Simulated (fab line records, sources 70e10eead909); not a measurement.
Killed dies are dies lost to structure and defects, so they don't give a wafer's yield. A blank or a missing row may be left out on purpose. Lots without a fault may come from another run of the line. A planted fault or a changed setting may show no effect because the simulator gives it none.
Chamber matching | flow nand_harc | NHARC_P_M1_DEP_33 on pecvd-04: 3 sister chambers
The step deposits SiCN, target thk 30 nm. 3 wafers are shown with their chamber, then 7 later ones without.

WAFERS WITH THEIR CHAMBER
wafer  | chamber | heater_power_outer_w (W)
L083.1 | 2       | 276
L083.6 | 0       | 326
L088.4 | 1       | 336

WAFERS WITHOUT THEIR CHAMBER
wafer  | heater_power_outer_w (W)
L088.5 | 304
L090.2 | 302
L090.5 | 305
L090.6 | 405
L095.1 | 417
L095.3 | 274
L095.4 | 427

WHICH CHAMBER EACH WENT THROUGH
wafer  | from the rows above          | in truth
L088.5 | can't be placed: 0 or 2 or 1 | 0
L090.2 | can't be placed: 0 or 2 or 1 | 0
L090.5 | can't be placed: 0 or 2 or 1 | 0
L090.6 | can't be placed: 1 or 0 or 2 | 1
L095.1 | can't be placed: 1 or 0 or 2 | 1
L095.3 | can't be placed: 2 or 0 or 1 | 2
L095.4 | can't be placed: 1 or 0 or 2 | 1
Placed correctly: 0 of 7. Can't be placed from these rows: 7 (the true chamber is among the candidates in 7). Placed wrongly: 0.
How it was worked out, from the rows above alone: a wafer's distance from a chamber is the root of the sum, over the readings, of the square of ((its reading less the chamber's mean) divided by the reading's scatter). The wafer belongs to the nearest chamber; if the next one is less than 2 further off, it can't be placed. A chamber's mean is the mean of its shown wafers. The scatter: with one shown wafer a chamber, the root of the mean of the squares of how far each hidden wafer lies from its nearest shown one.
